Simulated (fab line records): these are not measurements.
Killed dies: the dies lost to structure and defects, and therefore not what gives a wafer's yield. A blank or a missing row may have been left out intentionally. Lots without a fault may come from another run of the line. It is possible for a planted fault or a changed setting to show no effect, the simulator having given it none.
Matching of chambers | flow nandHarc | NHARC_A_STAIRCASE_DEP_301 on pecvd-03 has 3 sister chambers
The step deposits SiON, target thk 30 nm. 3 wafers are shown with their chamber, then 7 later ones without.

WAFERS, EACH WITH ITS CHAMBER
wafer  | chamber | heaterPowerW (W)
L079.6 | 2       | 779
L088.1 | 1       | 711
L088.4 | 0       | 560

WAFERS MISSING THEIR CHAMBER
wafer  | heaterPowerW (W)
L088.5 | 711
L090.2 | 760
L090.3 | 723
L090.6 | 773
L095.2 | 702
L095.3 | 747
L095.6 | 796

EACH ONE'S CHAMBER
wafer  | from the rows above     | in truth
L088.5 | 1                       | 1
L090.2 | can't be placed: 2 or 1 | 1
L090.3 | 1                       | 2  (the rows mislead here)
L090.6 | 2                       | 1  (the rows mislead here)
L095.2 | 1                       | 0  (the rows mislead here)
L095.3 | can't be placed: 2 or 1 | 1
L095.6 | 2                       | 2
Correctly placed: 2 of 7. Not placeable from these rows: 2 (in 2, the candidates include the true chamber). Wrongly placed: 3.
How it was worked out, from the rows above alone: a wafer's distance from a chamber is the root of the sum, over the readings, of the square of ((its reading less the chamber's mean) divided by the reading's scatter). If the next closest chamber is less than 2 further off than the closest, the wafer can't be placed; otherwise it belongs to the closest. The mean given for a chamber averages the wafers shown for that chamber. The scatter (one wafer shown for each chamber): square how far every hidden wafer sits from the nearest shown wafer, average those squares and take the square root.
